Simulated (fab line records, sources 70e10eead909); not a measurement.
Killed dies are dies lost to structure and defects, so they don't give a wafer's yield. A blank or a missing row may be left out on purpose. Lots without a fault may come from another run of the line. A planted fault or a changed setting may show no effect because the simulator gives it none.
fab line records | flow nand_harc
record lots=13 wafers=39 last_day=34
route steps=1302 shown A_CONTACT@1006 END@1302
lots that met no fault: from a run of the same line without faults
start_h: hours from the record's first day to the start of the lot's first wafer shown | wait_h: hours since the lot's step before | " the same as in the row above | L1.1+2: a row that stands for several wafers | - no value, or no start given | * or withheld: withheld | < > ~ a bound
route shown NAME@n: a module of which the file shows steps, and the number in the route of the first | usual: mean/standard deviation of fault-free wafers | same: alike in all rows | chamber/n: place in a boat | sites: the reading at each site | _std_site: their standard deviation | _edge_site: outer sites' mean less inner sites' | radius_mm: how far each site lies from the wafer's centre | mask NAME#n: copy n | behind: the tool/chamber that last shaped the wafer | hold: why the lot was held/for how many hours/how that ended | device: the transistor (n, p or np) that didn't switch | end of line: the same wafers' tests at the end of the route | a step without rows: its recipe alone | killed: dies lost to structure and defects at the first sort, not the wafer's yield | map: a wafer's dies, x killed, . not, _ none there
set.NAME: the setting as run; set.NAME@STEP: as run at that earlier step | model.NAME: the simulator's own value behind a step, which no gauge read
steps of the route over a sample of lots; a table a step, a row a wafer
services: from which hour (start_h, from the record's first day; less than 0 if before it) a tool's chamber was out of use, for how many hours, and why
## steps
# step NHARC_A_CONTACT_ETCH_112
# recipe source_w=withheld pressure_mtorr=20 bias_v=3000 time_s=190 target_depth_a=18500 ar_flow_sccm=withheld c4f8_flow_sccm=withheld o2_flow_sccm=withheld chemistry=C4F8/O2/Ar
# columns lot.wafer tool chamber start_h wait_h rf_hours_counter_h
L839.4 har_cap_etch-02 0 501.89 0.2 -
L839.3 " 1 " " -
L839.6 " 1 " " -
L844.3 har_cap_etch-01 1 533.18 0.2 -
L844.6 " 0 " " -
L844.5 " 1 " " -
L848.1 har_cap_etch-02 0 591.30 0.2 100
L848.3 " 0 " " -
L848.5 " 1 " " -
L850.1 har_cap_etch-03 1 610.39 0.2 57
L850.3 " 1 " " -
L850.4 " 0 " " -
L852.1 har_cap_etch-01 0 641.11 0.2 20
L852.2 " 1 " " 20
L852.5 " 0 " " -
L853.4 har_cap_etch-03 0 651.14 0.2 -
L853.6 " 1 " " -
L853.5 " 0 " " -
L854.1 har_cap_etch-03 0 655.93 0.2 65
L854.4 " 0 " " -
L854.5 " 1 " " -
L855.1 har_cap_etch-02 1 669.36 0.2 114
L855.4 " 0 " " -
L855.5 " 1 " " -
L857.2 har_cap_etch-03 1 670.31 0.2 68
L857.3 " 0 " " -
L857.6 " 0 " " -
L856.1 har_cap_etch-02 1 673.55 0.2 116
L856.2 " 0 " " 116
L856.6 " 0 " " -
L858.4 har_cap_etch-01 0 704.03 0.2 -
L858.6 " 1 " " -
L858.5 " 0 " " -
L861.3 har_cap_etch-02 0 725.42 0.2 -
L861.4 " 1 " " -
L861.6 " 0 " " -
L860.4 har_cap_etch-02 0 740.12 0.2 -
L860.3 " 1 " " -
L860.5 " 0 " " -
# step NHARC_A_CONTACT_ETCH_120
# recipe source_w=withheld pressure_mtorr=20 bias_v=3000 time_s=190 target_depth_a=18500 ar_flow_sccm=withheld c4f8_flow_sccm=withheld o2_flow_sccm=withheld chemistry=C4F8/O2/Ar
# columns lot.wafer tool chamber start_h wait_h rf_hours_counter_h
L839.4 har_cap_etch-02 0 503.26 0.1 -
L839.3 " 1 " " -
L839.6 " 1 " " -
L844.3 har_cap_etch-01 1 534.54 0.1 -
L844.6 " 0 " " -
L844.5 " 1 " " -
L848.1 har_cap_etch-02 0 592.67 0.1 102
L848.3 " 0 " " -
L848.5 " 1 " " -
L850.1 har_cap_etch-03 1 612.21 0.2 58
L850.3 " 1 " " -
L850.4 " 0 " " -
L852.1 har_cap_etch-01 0 642.48 0.1 22
L852.2 " 1 " " 22
L852.5 " 0 " " -
L853.4 har_cap_etch-03 0 652.51 0.1 -
L853.6 " 1 " " -
L853.5 " 0 " " -
L854.1 har_cap_etch-03 0 657.30 0.1 66
L854.4 " 0 " " -
L854.5 " 1 " " -
L855.1 har_cap_etch-02 1 670.72 0.1 115
L855.4 " 0 " " -
L855.5 " 1 " " -
L857.2 har_cap_etch-03 1 671.67 0.1 70
L857.3 " 0 " " -
L857.6 " 0 " " -
L856.1 har_cap_etch-02 1 674.91 0.1 118
L856.2 " 0 " " 118
L856.6 " 0 " " -
L858.4 har_cap_etch-01 0 705.85 0.2 -
L858.6 " 1 " " -
L858.5 " 0 " " -
L861.3 har_cap_etch-02 0 726.79 0.1 -
L861.4 " 1 " " -
L861.6 " 0 " " -
L860.4 har_cap_etch-02 0 741.87 0.1 -
L860.3 " 1 " " -
L860.5 " 0 " " -
# step NHARC_A_CONTACT_CD_MEAS_53
# usual cd_nm=289.4/0.86
# columns lot.wafer tool chamber start_h wait_h cd_nm
L839.3 cd_sem-01 - 504.91 - 289.8
L839.4 " - " " 289.6
L839.6 " - " " 289.6
L844.3 cd_sem-03 - 536.19 - 288.2
L844.5 " - " " 289.7
L844.6 " - " " 289.8
L848.1 cd_sem-02 - 594.38 - 289.7
L848.3 " - " " 289.2
L848.5 " - " " 289.4
L850.1 cd_sem-01 - 614.30 - 286.9
L850.3 " - " " 287.3
L850.4 " - " " 287.3
L852.1 cd_sem-01 - 644.18 - 289.3
L852.2 " - " " 288.7
L852.5 " - " " 288.7
L853.4 cd_sem-03 - 654.14 - 289.9
L853.5 " - " " 289.2
L853.6 " - " " 289.9
L854.1 cd_sem-02 - 659.01 - 289.6
L854.4 " - " " 289.4
L854.5 " - " " 289.5
L855.1 cd_sem-03 - 672.49 - 290.1
L855.4 " - " " 289.6
L855.5 " - " " 290.2
L857.2 cd_sem-01 - 673.41 - 289.9
L857.3 " - " " 290.3
L857.6 " - " " 289.8
L856.1 cd_sem-01 - 676.62 - 290.1
L856.2 " - " " 290.1
L856.6 " - " " 290.4
L858.4 cd_sem-01 - 707.80 - 289.4
L858.5 " - " " 289.0
L858.6 " - " " 289.6
L861.3 cd_sem-02 - 728.44 - 288.4
L861.4 " - " " 289.2
L861.6 " - " " 288.7
L860.3 cd_sem-02 - 743.52 - 290.3
L860.4 " - " " 289.4
L860.5 " - " " 290.0
# step NHARC_A_CONTACT_ETCH_102
# recipe target_depth_a=1000 overetch_a=100 time_s=55 ion_energy_ev=100 cf4_flow_sccm=80 o2_flow_sccm=20 ar_flow_sccm=0 rf_w=300 bias_w=100 chemistry=CF4/O2
# usual drypump_motor_current_A=5.7/0.43 oes_product_au=0.999/0.0095 rf_vpp_V=197.7/1.7 showerhead_plenum_p_Torr=1.33/0.066 throttle_valve_pct=13.397/0.0097
# columns lot.wafer tool chamber start_h wait_h drypump_motor_current_A oes_product_au rf_hours_counter_h rf_vpp_V showerhead_plenum_p_Torr throttle_valve_pct
L839.3 rie_diel-03 1 505.97 0.6 5.7 0.995 7 199.2 1.35 13.386
L839.4 " 2 " " 6.0 1.015 7 199.9 1.35 13.391
L839.6 " 2 " " 6.0 0.997 - 198.1 1.35 13.398
L844.3 rie_diel-03 0 536.54 0.1 5.9 1.006 10 197.4 1.23 13.398
L844.6 " 0 " " 6.0 1.003 - 196.3 1.23 13.394
L844.5 " 1 " " 5.7 0.989 - 197.9 1.35 13.392
L848.1 rie_diel-03 0 594.68 0.1 5.9 0.939 17 194.9 1.23 13.375
L848.3 " 2 " " 6.0 1.008 18 196.6 1.35 13.392
L848.5 " 3 " " 5.7 1.001 - 195.6 1.24 13.404
L850.1 rie_diel-13 1 614.72 0.1 5.3 0.999 25 198.3 1.34 13.410
L850.4 " 2 " " 5.1 0.985 28 198.6 1.37 13.409
L850.3 " 3 " " 6.4 1.004 30 195.6 1.25 13.390
L852.1 rie_diel-13 1 644.48 0.0 5.3 0.983 36 198.3 1.34 13.399
L852.2 " 2 " " 5.1 0.995 37 199.3 1.36 13.397
L852.5 " 1 " " 5.3 0.981 - 197.9 1.34 13.375
L853.4 rie_diel-09 1 654.47 0.1 5.8 1.017 37 199.9 1.43 13.383
L853.6 " 1 " " 5.8 1.009 - 200.3 1.43 13.399
L853.5 " 2 " " 6.2 0.998 - 195.3 1.31 13.405
L854.4 rie_diel-13 1 659.40 0.1 5.3 0.987 41 197.7 1.34 13.384
L854.1 " 2 " " 5.1 0.987 42 198.5 1.36 13.398
L854.5 " 1 " " 5.3 0.984 - 197.8 1.34 13.397
L855.4 rie_diel-03 3 672.79 0.1 5.7 0.989 5 197.1 1.23 13.395
L855.1 " 1 " " 5.8 0.975 6 199.4 1.35 13.386
L855.5 " 2 " " 6.0 1.002 - 198.8 1.34 13.406
L857.3 rie_diel-03 0 673.70 0.1 5.9 1.001 6 200.1 1.44 13.382
L857.2 " 3 " " 5.7 0.994 5 194.7 1.23 13.407
L857.6 " 0 " " 5.9 0.997 - 199.8 1.44 13.395
L856.1 rie_diel-03 3 676.92 0.1 5.7 1.007 5 199.0 1.23 13.389
L856.2 " 1 " " 5.8 0.977 6 197.6 1.35 13.412
L856.6 " 3 " " 5.7 1.004 - 194.8 1.23 13.407
L858.4 rie_diel-03 2 708.10 0.1 6.0 1.014 11 198.5 1.34 13.382
L858.6 " 3 " " 5.7 1.003 - 194.1 1.23 13.390
L858.5 " 0 " " 6.0 1.006 - 198.9 1.44 13.407
L861.4 rie_diel-09 3 728.74 0.1 6.0 1.003 11 199.7 1.43 13.412
L861.3 " 0 " " 4.9 0.991 17 198.1 1.31 13.407
L861.6 " 1 " " 5.8 1.006 - 198.7 1.42 13.384
L860.3 rie_diel-13 0 743.82 0.1 5.0 0.998 7 199.3 1.39 13.404
L860.4 " 1 " " 5.3 1.008 14 199.1 1.33 13.400
L860.5 " 2 " " 5.1 0.996 - 197.7 1.36 13.393
# step NHARC_END_SORT_01
# recipe temp_c=25
# usual killed_at_array=51/18 killed_at_other=1.0/1.2 killed_at_periphery=3.7/2.9 killed_dies=55/19 killed_open=3.5/1.9 killed_short=2.6/1.6
# same gross_dies=677
# columns lot.wafer tool chamber start_h wait_h killed_at_array killed_at_other killed_at_periphery killed_dies killed_open killed_short
L848.1 prober-02 0 660.06 2.5 494 0 1 495 3 2
L848.3 prober-02 0 661.66 3.1 29 0 1 30 3 3
L848.5 prober-02 0 663.26 3.7 22 1 1 24 5 1
# killed by level:class
L848.1 A_CONTACT:area_etch=475 A_CONTACT:chamber_film_flake=5 A_STAIRCASE:chamber_film_flake=4 A_WL_FILL:chamber_film_flake=2 A_CHANNEL_FILL_D1:geometric_particle:open=1 A_CHANNEL_FILL_D2:geometric_particle:short=1 A_CHANNEL_FILL_D2:geometric_particle:open=1 A_SGD_CUT:geometric_particle:open=1
L848.3 A_STAIRCASE:chamber_film_flake=6 A_CHANNEL_HOLE_D1:chamber_film_flake=5 A_CONTACT:chamber_film_flake=5 A_SLIT:chamber_film_flake=4 A_CHANNEL_FILL_D2:chamber_film_flake=2 A_BONDPAD:chamber_film_flake=2 P_CONTACT:geometric_particle:open=1 A_ONON_D1:geometric_particle:short=1
L848.5 A_STAIRCASE:chamber_film_flake=3 A_DECK1_JOINT:geometric_particle:open=2 A_CHANNEL_HOLE_D1:chamber_film_flake=2 A_CHANNEL_FILL_D2:chamber_film_flake=2 A_CONTACT:chamber_film_flake=2 A_BONDPAD:chamber_film_flake=2 A_CHANNEL_FILL_D1:geometric_particle:open=1 A_ONON_D2:geometric_particle:open=1
## services
# columns tool chamber start_h hours kind
rie_diel-13 - 478.05 0.4 repair
rie_diel-03 0 491.89 - clean
rie_diel-03 1 491.89 - clean
rie_diel-03 2 491.89 - clean
rie_diel-03 3 491.89 - clean
har_cap_etch-01 - 497.00 17.0 pm
rie_diel-09 - 497.23 9.0 pm
rie_diel-03 0 516.39 - clean
rie_diel-03 1 516.39 - clean
rie_diel-03 2 516.39 - clean
rie_diel-13 - 520.51 9.0 pm
rie_diel-13 1 534.71 5.6 repair
rie_diel-09 1 614.05 21.8 repair
rie_diel-03 - 635.49 9.0 pm
rie_diel-09 2 636.53 4.5 repair
rie_diel-09 3 667.97 27.0 repair
rie_diel-09 - 674.23 9.0 pm
rie_diel-09 - 690.00 1.5 repair
rie_diel-13 - 697.55 9.0 pm
har_cap_etch-02 - 704.55 3.0 repair
rie_diel-03 1 709.16 9.5 repair
rie_diel-13 0 716.02 8.3 repair
rie_diel-03 2 719.35 2.9 repair
rie_diel-09 1 722.39 2.7 repair
## key
first_sign step=NHARC_A_CONTACT_ETCH_102 reading=oes_product_au direction=down sigmas=6.4 usual=0.999 struck=0.939
effect step=NHARC_END_SORT_01 reading=killed_at_array direction=up sigmas=24 usual=51 struck=494
more_kills_born_at NHARC_A_CONTACT_ETCH_102@rie_diel-03=475
met_at NHARC_A_CONTACT_ETCH_102
struck_lots L848
struck_wafers L848.1
later_rows_left_out L848.1
tester_left_out L848
not_acting_at NHARC_A_CONTACT_ETCH_112,NHARC_A_CONTACT_ETCH_120,NHARC_A_CONTACT_CD_MEAS_53
onset_between 536.54 594.68
fault kind=process_parameter_drift tool=rie_diel-03 chamber=0 onset_h=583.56 steps=NHARC_A_CONTACT_ETCH_102 channel=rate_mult offset=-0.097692 shape=step end_h=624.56
# tester_left_out: of these lots the tester's yield and bins aren't shown, on N5 and GAA mostly nor the transistor test; their killed dies are dies lost to structure and defects alone, not to doping, threshold or leakage, so they don't give the yield
# later_rows_left_out: the simulator's readings of these wafers behind a module that went badly wrong aren't trusted and aren't shown, but for the sort
